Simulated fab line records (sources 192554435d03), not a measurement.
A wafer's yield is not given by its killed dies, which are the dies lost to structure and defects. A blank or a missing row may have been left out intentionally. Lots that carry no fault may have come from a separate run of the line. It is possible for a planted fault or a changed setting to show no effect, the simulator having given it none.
fab line records	flow n5Finfet
record: lots: 7	wafers: 21
route steps=1938 shown GATE_CUT@480 MOL_CONTACT_COAG@535 BEOL_M0_SAQP@633 BEOL_M0@715 BEOL_M1@768 BEOL_M2@841
startH: hours from the record's first day to the start of the lot's first wafer shown	waitH: time in hours since the lot's previous step	" same as the row above	L1.1+2: several wafers, shown together as one row	- no value, or no start was given	* or withheld: withheld	< > ~ a bound
route shown NAME@n: names a module that has steps shown in the file, with the first one's number in the route	usual: the fault-free wafers' mean and standard deviation	same: alike in all rows	chamber/n: place in a boat	sites: per-site readings	_std_site: standard deviation of those values	_edge_site: inner sites' mean taken away from outer sites' mean	radiusMm: for every site, how far away it sits from the centre of the wafer	mask NAME#n: copy n	behind: tool/chamber where the wafer was last shaped	hold: reason for holding the lot/hours on hold/outcome of the hold	device: transistor that didn't switch, given as n, p or np	end of line: tests of these same wafers at the route's end	for a step that has no rows: nothing shown but its recipe	killed: not the wafer's yield, but the dies lost to structure and defects at the first sort	map: a wafer's dies, x killed, . not, _ none there
set.NAME: the setting as run; set.NAME@STEP: as run at that earlier step	model.NAME: the simulator's own value behind a step, which no gauge read
lots with deliberately changed settings; one table per step, one row per wafer
== steps ==
step: N5_GATE_CUT_COAT_27
recipe: resist: underlayer	tempC: 205	timeS: 60	spinRpm: 1500	resistThkNm: 10
lot.wafer	tool	chamber	startH	waitH	set.spinRpm	model.underlayer_of_GATE_CUT_COAT_27.thkNm
L074.3+6	lithoTrack-04	0	-	-	1442	10.2
L074.4	"	0	"	"	1500	10
L075.2+3	lithoTrack-04	0	-	-	1581	9.8
L075.5	"	0	"	"	1500	10
L086.2+5	lithoTrack-04	0	-	-	1369	10.4
L086.6	"	0	"	"	1500	10
L088.1+5	lithoTrack-01	0	-	-	1500	10
L088.3	"	0	"	"	1561	9.8
L089.1+3+4	lithoTrack-01	0	-	-	1500	10
L092.1+4+6	lithoTrack-05	0	-	-	1500	10
L097.1+4	lithoTrack-01	0	-	-	1500	10
L097.3	"	0	"	"	1395	10.4
step: N5_GATE_CUT_COAT_07
recipe: resist: CAR-EUV	spinRpm: 1500	resistThkNm: 30
step: N5_GATE_CUT_EBR_09
recipe: solvent: PGMEA	ebrWidthMm: 1.5
step: N5_GATE_CUT_DESCUM_18
recipe: chemistry: O2	timeS: 7	sourcePowerW: 50	biasPowerW: 20	pressureMtorr: 20	rfFrequencyHz: 2.712e+07	tempC: 40	resist: CAR-EUV	o2FlowSccm: 225
step: N5_GATE_CUT_ETCH_28
recipe: chemistry: N2/H2	target: underlayer	targetDepthA: 130	maskMaterial: CAR-EUV	timeS: 10.4	ionEnergyEv: 200	pressureMtorr: 30	sourceW: 840	biasW: 150	n2FlowSccm: 200	h2FlowSccm: 200	ends: cleared
lot.wafer	tool	chamber	startH	waitH	set.spinRpm@GATE_CUT_COAT_27	model.etch.depthNm
L074.3	rieDiel-03	3	83.70	0.0	1442	10.14
L074.4	"	2	"	"	1500	9.987
L074.6	"	0	"	"	1442	10.18
L075.2	rieDiel-04	0	87.33	0.0	1581	9.724
L075.3	"	2	"	"	1581	9.706
L075.5	"	0	"	"	1500	9.998
L086.2+5	rieDiel-01	3	161.30	0.0	1369	10.47
L086.6	"	2	"	"	1500	10
L088.1	rieDiel-03	3	173.49	0.0	1500	10.01
L088.3	"	1	"	"	1561	9.812
L088.5	"	2	"	"	1500	9.99
L089.1	rieDiel-03	0	174.95	0.0	1500	9.958
L089.3	"	1	"	"	1500	9.962
L089.4	"	2	"	"	1500	9.973
L092.1+6	rieDiel-03	2	197.15	0.0	1500	10.01
L092.4	"	1	"	"	1500	10.03
L097.1	rieDiel-01	2	220.55	0.0	1500	9.995
L097.3	"	0	"	"	1395	10.38
L097.4	"	3	"	"	1500	10.02
step: N5_MOL_CONTACT_COAG_CONTACT_ETCH_14
recipe: chemistry: C4F6/O2	target: SiO2	targetDepthA: 275	overetchA: 85	maskMaterial: SOC	pressureMtorr: 30	sourceW: 370	biasW: 185	Ar_flow_sccm: 300	C4F6_flow_sccm: 16	O2_flow_sccm: 10	timeS: 20	ionEnergyEv: 259.6
usual: rfVppV: 694.1/2.4
lot.wafer	tool	chamber	startH	waitH	set.sourceW	rfVppV
L074.3	rieDiel-02	0	87.76	0.0	333.9	717.3
L074.4	"	2	"	"	370	692.2
L074.6	"	1	"	"	333.9	713.9
L075.2	rieDiel-02	2	91.30	0.0	306	732.9
L075.3	"	0	"	"	370	699.5
L075.5	"	3	"	"	370	691.6
L086.2	rieDiel-06	3	165.74	0.0	370	694.1
L086.5	"	3	"	"	370	693.9
L086.6	"	2	"	"	370	693.3
L088.1	rieDiel-05	2	177.74	0.0	370	696.3
L088.3	"	0	"	"	370	694.2
L088.5	"	3	"	"	370	698.6
L089.1	rieDiel-06	2	178.93	0.0	370	692.5
L089.3	"	3	"	"	370	693.3
L089.4	"	1	"	"	370	696.2
L092.1	rieDiel-02	1	201.19	0.0	370	692.5
L092.4	"	2	"	"	370	691.6
L092.6	"	0	"	"	370	697.7
L097.1	rieDiel-02	3	224.77	0.0	370	693.5
L097.3	"	1	"	"	370	691.4
L097.4	"	2	"	"	305.1	732.3
step: N5_MOL_CONTACT_COAG_EXPOSE_37
recipe: maskId: VD	na: 0.33	sourceShape: annular	sigmaInner: 0.3	sigmaOuter: 0.7	polarization: unpolarized	defocusNm: 0	doseMj: 62
lot.wafer	tool	chamber	startH	waitH	mask	set.doseMj
L074.3	euvScanner-02	0	101.46	-	VD#0	62
L074.4+6	"	0	"	"	VD#0	65.39
L075.2+5	euvScanner-01	0	102.05	-	VD#0	65.04
L075.3	"	0	"	"	VD#0	62
L086.2+5+6	euvScanner-01	0	176.51	-	VD#0	62
L088.1+3	euvScanner-02	0	190.38	-	VD#0	62
L088.5	"	0	"	"	VD#0	58.95
L089.1+3+4	euvScanner-02	0	193.23	-	VD#0	62
L092.1+4+6	euvScanner-01	0	213.42	-	VD#0	62
L097.1+3	euvScanner-02	0	234.85	-	VD#0	58.87
L097.4	"	0	"	"	VD#0	62
step: N5_MOL_CONTACT_COAG_ETCH_67
recipe: chemistry: N2/H2	target: SOC	targetDepthA: 600	overetchA: 210	maskMaterial: SiARC	tempC: 40	timeS: 101.2	ionEnergyEv: 200	pressureMtorr: 30	sourceW: 840	biasW: 150	n2FlowSccm: 200	h2FlowSccm: 200
usual: rfVppV: 524.9/1.7
lot.wafer	tool	chamber	startH	waitH	set.sourceW	rfVppV
L074.3	rieDiel-05	1	102.23	0.0	840	524.9
L074.4	"	0	"	"	724.6	551.8
L074.6	"	0	"	"	840	522.8
L075.2	rieDiel-02	1	102.87	0.0	983.6	495.5
L075.3	"	3	"	"	983.6	496.6
L075.5	"	0	"	"	983.6	500.1
L086.2	rieDiel-02	2	177.50	0.0	916.4	508.2
L086.5	"	2	"	"	916.4	507.9
L086.6	"	1	"	"	840	523.2
L088.1	rieDiel-05	1	191.12	0.0	752.9	545.8
L088.3	"	3	"	"	752.9	546.7
L088.5	"	2	"	"	752.9	545.7
L089.1	rieDiel-05	1	193.99	0.0	970.8	501.0
L089.3	"	2	"	"	840	526.8
L089.4	"	0	"	"	840	523.0
L092.1	rieDiel-06	2	214.06	0.0	840	525.5
L092.4	"	2	"	"	840	523.4
L092.6	"	0	"	"	840	522.6
L097.1	rieDiel-06	3	235.62	0.0	840	523.9
L097.3	"	2	"	"	902.1	512.1
L097.4	"	2	"	"	840	524.2
step: N5_MOL_CONTACT_COAG_STRIP_68
recipe: chemistry: N2/H2	tempC: 40	n2FlowSccm: 200	h2FlowSccm: 200	rfFrequencyHz: 6e+07
step: N5_MOL_CONTACT_COAG_STRIP_69
recipe: chemistry: N2/H2	tempC: 40	n2FlowSccm: 200	h2FlowSccm: 200	rfFrequencyHz: 6e+07
step: N5_MOL_CONTACT_COAG_PRECLEAN_138
recipe: chemistry: alkalineClean	tempC: 60	timeS: 60	doPpb: 50
step: N5_MOL_CONTACT_COAG_SRD_139
recipe: dry: ipaMarangoni	timeS: 30	tempC: 23	rinseLiquid: diw
step: N5_MOL_CONTACT_COAG_CD_MEAS_101
recipe: targetCdNm: 16
usual: cdNm: 16.2/0.33
lot.wafer	tool	chamber	startH	waitH	set.doseMj@MOL_CONTACT_COAG_EXPOSE_37	cdNm
L074.3	cdSem-02	-	102.71	0.0	62	16.0
L074.4	"	-	"	"	65.39	17.3
L074.6	"	-	"	"	65.39	17.4
L075.2	cdSem-02	-	103.34	0.0	65.04	17.0
L075.3	"	-	"	"	62	16.2
L075.5	"	-	"	"	65.04	17.6
L086.2	cdSem-01	-	177.98	0.0	62	15.5
L086.5	"	-	"	"	62	16.3
L086.6	"	-	"	"	62	15.9
L088.1	cdSem-02	-	191.59	0.0	62	15.4
L088.3	"	-	"	"	62	16.1
L088.5	"	-	"	"	58.95	14.4
L089.1	cdSem-02	-	194.47	0.0	62	16.4
L089.3	"	-	"	"	62	16.1
L089.4	"	-	"	"	62	15.9
L092.1	cdSem-03	-	214.53	0.0	62	15.7
L092.4	"	-	"	"	62	16.2
L092.6	"	-	"	"	62	15.7
L097.1	cdSem-01	-	236.13	0.0	58.87	15.0
L097.3	"	-	"	"	58.87	15.3
L097.4	"	-	"	"	62	16.1
step: N5_BEOL_M0_SAQP_ILD_DEP_01
recipe: material: SiOC	targetThkA: 454.19	tempC: 350	precursor: DEMS/O2	pressureTorr: 5	rfW: 500	timeS: 8.7
lot.wafer	tool	chamber	startH	waitH	set.timeS	model.SiOC_of_BEOL_M0_SAQP_ILD_DEP_01.thkNm
L074.3	pecvd-02	0	106.88	0.0	9.783	50
L074.4	"	2	"	"	9.783	50.4
L074.6	"	1	"	"	8.7	44.4
L075.2+3	pecvd-04	0,1	109.88	0.0	8.7	45.2
L075.5	"	2	"	"	8.294	43.4
L086.2	pecvd-01	0	182.25	0.0	8.7	45.2
L086.5	"	2	"	"	8.7	46
L086.6	"	1	"	"	8.7	46.4
L088.1	pecvd-04	1	195.75	0.0	8.7	45.2
L088.3	"	2	"	"	9.356	48.6
L088.5	"	1	"	"	9.356	49.8
L089.1	pecvd-04	2	198.76	0.0	8.7	45.2
L089.3	"	0	"	"	9.124	47.2
L089.4	"	2	"	"	9.124	48.4
L092.1	pecvd-02	1	218.69	0.0	8.7	44.6
L092.4	"	1	"	"	8.7	45.6
L092.6	"	2	"	"	8.7	46.4
L097.1	pecvd-02	2	240.35	0.0	8.18	41.8
L097.3	"	1	"	"	8.7	45.4
L097.4	"	2	"	"	8.7	45
step: N5_BEOL_M0_SAQP_PECVD_04
recipe: material: a-Si	targetThkA: 600	tempC: 350	precursor: SiH4/He	pressureTorr: 3	rfW: 100	timeS: 60.2
lot.wafer	tool	chamber	startH	waitH	set.timeS	model.a-Si_of_BEOL_M0_SAQP_PECVD_04.thkNm
L074.3	pecvd-02	2	107.20	0.0	60.2	58.6
L074.4	"	0	"	"	65.67	65.6
L074.6	"	1	"	"	60.2	60
L075.2	pecvd-02	0	110.17	0.0	60.2	59.8
L075.3	"	1	"	"	60.2	59.6
L075.5	"	1	"	"	60.2	60.6
L086.2	pecvd-02	2	183.24	0.0	60.2	57.4
L086.5	"	1	"	"	68.72	68.6
L086.6	"	0	"	"	68.72	68.4
L088.1	pecvd-02	2	196.62	0.0	62.5	60.6
L088.3	"	1	"	"	60.2	61
L088.5	"	1	"	"	62.5	63
L089.1	pecvd-02	2	201.39	0.0	60.2	59
L089.3	"	1	"	"	60.2	60
L089.4	"	0	"	"	60.2	60.6
L092.1	pecvd-02	0	219.66	0.0	60.2	59.6
L092.4	"	2	"	"	60.2	61.2
L092.6	"	0	"	"	60.2	60.6
L097.1	pecvd-02	1	242.46	0.0	60.2	60
L097.3	"	2	"	"	60.2	59.4
L097.4	"	1	"	"	52.66	52.8
step: N5_BEOL_M0_SAQP_THK_MEAS_05
usual: thkNm: 60.1/0.81
lot.wafer	tool	chamber	startH	waitH	set.timeS@BEOL_M0_SAQP_PECVD_04	thkNm
L074.3	filmMetro-02	-	107.29	0.1	60.2	58.6
L074.4	"	-	"	"	65.67	65.5
L074.6	"	-	"	"	60.2	59.9
L075.2	filmMetro-02	-	110.26	0.1	60.2	59.8
L075.3	"	-	"	"	60.2	59.7
L075.5	"	-	"	"	60.2	60.7
L086.2	filmMetro-01	-	183.34	0.1	60.2	57.3
L086.5	"	-	"	"	68.72	68.7
L086.6	"	-	"	"	68.72	68.5
L088.1	filmMetro-01	-	196.75	0.1	62.5	60.6
L088.3	"	-	"	"	60.2	61.0
L088.5	"	-	"	"	62.5	63.0
L089.1	filmMetro-02	-	201.49	0.1	60.2	58.9
L089.3	"	-	"	"	60.2	59.9
L089.4	"	-	"	"	60.2	60.6
L092.1	filmMetro-01	-	219.75	0.1	60.2	59.6
L092.4	"	-	"	"	60.2	61.2
L092.6	"	-	"	"	60.2	60.6
L097.1	filmMetro-02	-	242.58	0.1	60.2	60.0
L097.3	"	-	"	"	60.2	59.5
L097.4	"	-	"	"	52.66	52.7
step: N5_BEOL_M0_SAQP_HM_DEP_111
recipe: material: SiO2	targetThkA: 120	tempC: 400	precursor: SiH4/N2O	pressureTorr: 0.75	rfW: 275	timeS: 7.2
step: N5_BEOL_M0_SAQP_COAT_81
recipe: resist: SOC	tempC: 250	timeS: 60	spinRpm: 1500	resistThkNm: 100
step: N5_BEOL_M0_SAQP_HM_OPEN_112
recipe: chemistry: CHF3/O2	target: SiO2	stopOn: a-Si	targetDepthA: 120	overEtchFrac: 1.25	maskMaterial: SOC	timeS: 13.5	pressureMtorr: 30	sourceW: 650	biasW: 170	Ar_flow_sccm: 200	CHF3_flow_sccm: 50	O2_flow_sccm: 5	ionEnergyEv: 200	ends: endPoint
step: N5_BEOL_M0_SAQP_STRIP_113
recipe: chemistry: CHF3/O2	resist: SiARC	rfFrequencyHz: 6e+07
step: N5_BEOL_M0_SAQP_MANDREL_ETCH_20
recipe: targetDepthA: 600	chemistry: HBr/Cl2	target: a-Si	stopOn: SiNx	btTimeS: 10	maskMaterial: SOC	overEtchFrac: 0.5	timeS: 30	pressureMtorr: 10	icpW: 800	biasW: 75	HBr_flow_sccm: 150	Cl2_flow_sccm: 80	ends: endPoint
usual: oesProductAu: 0.779/0.012
lot.wafer	tool	chamber	startH	waitH	set.timeS@BEOL_M0_SAQP_PECVD_04	oesProductAu	model.etch.depthNm
L074.3	rieSi-05	3	108.14	0.0	60.2	0.746	58.6
L074.4	"	1	"	"	65.67	0.831	65.51
L074.6	"	3	"	"	60.2	0.765	59.98
L075.2	rieSi-05	3	112.63	0.0	60.2	0.765	59.73
L075.3	"	2	"	"	60.2	0.761	59.68
L075.5	"	2	"	"	60.2	0.770	60.6
L086.2	rieSi-06	1	184.20	0.0	60.2	0.763	57.35
L086.5	"	2	"	"	68.72	0.861	68.61
L086.6	"	1	"	"	68.72	0.840	68.46
L088.1	rieSi-06	1	197.50	0.0	62.5	0.787	60.49
L088.3	"	0	"	"	60.2	0.794	60.9
L088.5	"	2	"	"	62.5	0.807	62.97
L089.1	rieSi-06	1	202.45	0.0	60.2	0.766	58.89
L089.3	"	0	"	"	60.2	0.783	59.89
L089.4	"	2	"	"	60.2	0.790	60.6
L092.1	rieSi-03	1	220.66	0.0	60.2	0.775	59.57
L092.4	"	3	"	"	60.2	0.809	61.2
L092.6	"	1	"	"	60.2	0.791	60.54
L097.1	rieSi-06	2	243.43	0.0	60.2	0.790	59.83
L097.3	"	3	"	"	60.2	0.761	59.41
L097.4	"	1	"	"	52.66	0.728	52.7
step: N5_BEOL_M0_ETCH_138
recipe: chemistry: CH3F/O2	targetDepthA: 120	target: SiCN	timeS: 31.6	ionEnergyEv: 120	pressureMtorr: 30	sourceW: 395	biasW: 75	Ar_flow_sccm: 150	CH3F_flow_sccm: 30	O2_flow_sccm: 20	ends: cleared
usual: rfVppV: 297.8/1.3
lot.wafer	tool	chamber	startH	waitH	set.biasW	rfVppV
L074.3	rieDiel-06	3	114.41	0.0	75	297.8
L074.4	"	2	"	"	71.39	289.1
L074.6	"	2	"	"	71.39	288.6
L075.2	rieDiel-02	3	119.78	0.0	62.11	264.3
L075.3	"	0	"	"	75	299.6
L075.5	"	3	"	"	75	298.1
L086.2	rieDiel-02	1	191.20	0.0	75	296.5
L086.5	"	1	"	"	75	297.6
L086.6	"	2	"	"	64.29	271.5
L088.1	rieDiel-05	3	203.19	0.0	75	300.3
L088.3	"	0	"	"	79.14	307.2
L088.5	"	0	"	"	75	297.4
L089.1	rieDiel-05	2	207.74	0.0	79.96	310.5
L089.3	"	3	"	"	79.96	312.3
L089.4	"	1	"	"	75	296.8
L092.1	rieDiel-02	0	226.47	0.0	75	300.7
L092.4	"	3	"	"	75	298.4
L092.6	"	0	"	"	75	298.8
L097.1	rieDiel-05	2	249.42	0.0	81.4	315.9
L097.3	"	1	"	"	75	297.9
L097.4	"	0	"	"	81.4	312.3
step: N5_BEOL_M0_ETCH_109
recipe: chemistry: CH3F/O2	targetDepthA: 80	overetchA: 24	target: SiCN	timeS: 27.4	ionEnergyEv: 120	pressureMtorr: 30	sourceW: 395	biasW: 75	Ar_flow_sccm: 150	CH3F_flow_sccm: 30	O2_flow_sccm: 20
usual: rfVppV: 297.8/1.1
lot.wafer	tool	chamber	startH	waitH	set.biasW	rfVppV
L074.3	rieDiel-05	0	118.13	0.0	75	296.8
L074.4	"	3	"	"	63.47	269.1
L074.6	"	1	"	"	63.47	268.3
L075.2	rieDiel-05	3	121.48	0.1	75	299.5
L075.3	"	1	"	"	62.63	267.1
L075.5	"	3	"	"	75	299.3
L086.2	rieDiel-06	2	192.49	0.2	61.86	262.9
L086.5	"	2	"	"	75	297.5
L086.6	"	1	"	"	75	298.1
L088.1	rieDiel-05	3	204.61	0.0	75	298.3
L088.3	"	2	"	"	75	298.3
L088.5	"	0	"	"	75	297.3
L089.1	rieDiel-06	1	210.04	0.4	75	297.9
L089.3	"	2	"	"	75	296.2
L089.4	"	3	"	"	75	295.3
L092.1	rieDiel-06	1	227.30	0.0	75	296.9
L092.4	"	2	"	"	75	298.9
L092.6	"	3	"	"	75	297.5
L097.1	rieDiel-06	0	251.46	0.4	75	296.5
L097.3	"	3	"	"	75	296.8
L097.4	"	2	"	"	75	298.3
step: N5_BEOL_M1_ETCH_74
recipe: chemistry: N2/H2	target: underlayer	targetDepthA: 65	maskMaterial: CAR-EUV	timeS: 5.2	ionEnergyEv: 200	pressureMtorr: 30	sourceW: 840	biasW: 150	n2FlowSccm: 200	h2FlowSccm: 200	ends: cleared
usual: rfVppV: 524.0/2.6
lot.wafer	tool	chamber	startH	waitH	set.biasW	rfVppV
L074.3	rieDiel-01	1	122.88	0.0	135	493.8
L074.4	"	0	"	"	150	526.5
L074.6	"	0	"	"	135	493.1
L075.2	rieDiel-03	1	127.20	0.0	150	523.3
L075.3	"	3	"	"	150	526.4
L075.5	"	1	"	"	171.6	568.9
L086.2	rieDiel-01	2	196.37	0.0	150	522.4
L086.5	"	2	"	"	150	524.0
L086.6	"	3	"	"	169.8	563.0
L088.1	rieDiel-03	2	209.34	0.0	150	521.1
L088.3	"	3	"	"	150	527.6
L088.5	"	2	"	"	150	522.5
L089.1	rieDiel-03	2	213.90	0.0	126.6	466.4
L089.3	"	3	"	"	150	526.6
L089.4	"	1	"	"	126.6	470.7
L092.1	rieDiel-03	0	233.62	0.0	150	526.2
L092.4	"	3	"	"	150	525.6
L092.6	"	3	"	"	150	527.6
L097.1	rieDiel-04	0	257.38	0.0	150	520.7
L097.3	"	1	"	"	150	519.8
L097.4	"	3	"	"	150	524.3
step: N5_BEOL_M1_ETCH_64
recipe: chemistry: N2/H2	target: SOC	targetDepthA: 750	overetchA: 150	maskMaterial: SiARC	tempC: 40	timeS: 112.5	ionEnergyEv: 200	pressureMtorr: 30	sourceW: 840	biasW: 150	n2FlowSccm: 200	h2FlowSccm: 200
usual: rfVppV: 523.8/2.5
lot.wafer	tool	chamber	startH	waitH	set.sourceW	rfVppV
L074.3	rieDiel-01	1	122.92	0.0	966.4	501.5
L074.4	"	0	"	"	966.4	500.8
L074.6	"	0	"	"	840	524.6
L075.2	rieDiel-03	1	127.25	0.0	769.2	538.4
L075.3	"	3	"	"	840	525.5
L075.5	"	1	"	"	840	524.5
L086.2	rieDiel-01	2	196.42	0.0	840	524.4
L086.5	"	2	"	"	913.2	508.5
L086.6	"	3	"	"	913.2	506.5
L088.1	rieDiel-03	2	209.39	0.0	699.9	553.1
L088.3	"	3	"	"	699.9	560.3
L088.5	"	2	"	"	840	521.5
L089.1	rieDiel-03	2	213.94	0.0	840	520.4
L089.3	"	3	"	"	920.4	511.2
L089.4	"	1	"	"	840	524.3
L092.1	rieDiel-03	0	233.67	0.0	840	526.5
L092.4	"	3	"	"	840	524.5
L092.6	"	3	"	"	840	527.2
L097.1	rieDiel-04	0	257.43	0.0	840	519.7
L097.3	"	1	"	"	886.5	513.6
L097.4	"	3	"	"	840	521.7
step: N5_BEOL_M2_ILD_DEP_00
recipe: material: SiOC	targetThkA: 790	tempC: 350	precursor: DEMS/O2	pressureTorr: 5	rfW: 500	timeS: 15.3
lot.wafer	tool	chamber	startH	waitH	set.timeS	model.SiOC_of_BEOL_M2_ILD_DEP_00.thkNm
L074.3	pecvd-01	1	136.36	0.1	15.3	79.4
L074.4	"	1	"	"	17.5	90
L074.6	"	1	"	"	15.3	78.8
L075.2	pecvd-03	1	136.86	0.0	13.41	67.8
L075.3	"	2	"	"	15.3	79.4
L075.5	"	2	"	"	13.41	70.8
L086.2	pecvd-02	2	202.20	0.0	15.3	76.8
L086.5	"	2	"	"	16.01	82.8
L086.6	"	0	"	"	15.3	79.6
L088.1	pecvd-02	2	216.78	0.0	16.87	86.8
L088.3	"	1	"	"	15.3	80
L088.5	"	1	"	"	15.3	82
L089.1	pecvd-03	2	222.08	0.0	16.16	83.8
L089.3	"	0	"	"	16.16	82.8
L089.4	"	0	"	"	15.3	80.2
L092.1	pecvd-03	1	240.49	0.0	15.3	80.2
L092.4	"	1	"	"	15.3	80.6
L092.6	"	2	"	"	15.3	80.8
L097.1	pecvd-01	2	264.79	0.0	15.3	77.8
L097.3	"	0	"	"	15.3	79.6
L097.4	"	2	"	"	14.67	74.6
step: N5_BEOL_M2_THK_MEAS_01
recipe: reads: SiOC_of_BEOL_M2_ILD_DEP_00
usual: M2_ILD_THK: 79.3/0.98
lot.wafer	tool	chamber	startH	waitH	set.timeS@BEOL_M2_ILD_DEP_00	M2_ILD_THK[nm]
L074.3	filmMetro-01	-	136.46	0.1	15.3	79.3
L074.4	"	-	"	"	17.5	90.0
L074.6	"	-	"	"	15.3	78.8
L075.2	filmMetro-01	-	136.93	0.1	13.41	67.8
L075.3	"	-	"	"	15.3	79.4
L075.5	"	-	"	"	13.41	70.8
L086.2	filmMetro-02	-	202.26	0.1	15.3	76.8
L086.5	"	-	"	"	16.01	82.9
L086.6	"	-	"	"	15.3	79.7
L088.1	filmMetro-02	-	216.85	0.0	16.87	86.7
L088.3	"	-	"	"	15.3	79.9
L088.5	"	-	"	"	15.3	82.0
L089.1	filmMetro-01	-	222.15	0.0	16.16	83.7
L089.3	"	-	"	"	16.16	82.9
L089.4	"	-	"	"	15.3	80.2
L092.1	filmMetro-01	-	240.56	0.0	15.3	80.2
L092.4	"	-	"	"	15.3	80.5
L092.6	"	-	"	"	15.3	80.8
L097.1	filmMetro-01	-	264.87	0.1	15.3	77.7
L097.3	"	-	"	"	15.3	79.6
L097.4	"	-	"	"	14.67	74.7
== key ==
split: step: N5_GATE_CUT_COAT_27	setting: spinRpm	stated: 1500	by: wafer
response: step: N5_GATE_CUT_COAT_27	reading: model.underlayer_of_GATE_CUT_COAT_27.thkNm	change: -0.0482	per: 1%	r: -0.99
response: step: N5_GATE_CUT_ETCH_28	reading: model.etch.depthNm	change: -0.0518	per: 1%	r: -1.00
split: step: N5_MOL_CONTACT_COAG_CONTACT_ETCH_14	setting: sourceW	stated: 370	by: wafer
response: step: N5_MOL_CONTACT_COAG_CONTACT_ETCH_14	reading: rfVppV	change: -2.24	per: 1%	r: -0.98
split: step: N5_MOL_CONTACT_COAG_EXPOSE_37	setting: doseMj	stated: 62	by: wafer
response: step: N5_MOL_CONTACT_COAG_CD_MEAS_101	reading: cdNm	change: +0.235	per: 1%	r: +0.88
split: step: N5_MOL_CONTACT_COAG_ETCH_67	setting: sourceW	stated: 840	by: wafer
response: step: N5_MOL_CONTACT_COAG_ETCH_67	reading: rfVppV	change: -1.73	per: 1%	r: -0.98
split: step: N5_BEOL_M0_SAQP_ILD_DEP_01	setting: timeS	stated: 8.7	by: wafer
response: step: N5_BEOL_M0_SAQP_ILD_DEP_01	reading: model.SiOC_of_BEOL_M0_SAQP_ILD_DEP_01.thkNm	change: +0.491	per: 1%	r: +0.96
split: step: N5_BEOL_M0_SAQP_PECVD_04	setting: timeS	stated: 60.2	by: wafer
response: step: N5_BEOL_M0_SAQP_PECVD_04	reading: model.a-Si_of_BEOL_M0_SAQP_PECVD_04.thkNm	change: +0.669	per: 1%	r: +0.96
response: step: N5_BEOL_M0_SAQP_THK_MEAS_05	reading: thkNm	change: *	per: 1%	r: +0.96
response: step: N5_BEOL_M0_SAQP_MANDREL_ETCH_20	reading: oesProductAu	change: +0.00557	per: 1%	r: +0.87
response: step: N5_BEOL_M0_SAQP_MANDREL_ETCH_20	reading: model.etch.depthNm	change: +0.67	per: 1%	r: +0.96
split: step: N5_BEOL_M0_ETCH_138	setting: biasW	stated: 75	by: wafer
response: step: N5_BEOL_M0_ETCH_138	reading: rfVppV	change: +1.92	per: 1%	r: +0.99
split: step: N5_BEOL_M0_ETCH_109	setting: biasW	stated: 75	by: wafer
response: step: N5_BEOL_M0_ETCH_109	reading: rfVppV	change: +1.94	per: 1%	r: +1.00
split: step: N5_BEOL_M1_ETCH_74	setting: biasW	stated: 150	by: wafer
response: step: N5_BEOL_M1_ETCH_74	reading: rfVppV	change: +3.3	per: 1%	r: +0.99
split: step: N5_BEOL_M1_ETCH_64	setting: sourceW	stated: 840	by: wafer
response: step: N5_BEOL_M1_ETCH_64	reading: rfVppV	change: -1.74	per: 1%	r: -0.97
split: step: N5_BEOL_M2_ILD_DEP_00	setting: timeS	stated: 15.3	by: wafer
response: step: N5_BEOL_M2_ILD_DEP_00	reading: model.SiOC_of_BEOL_M2_ILD_DEP_00.thkNm	change: +0.742	per: 1%	r: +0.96
response: step: N5_BEOL_M2_THK_MEAS_01	reading: M2_ILD_THK	change: +0.742	per: 1%	r: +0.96
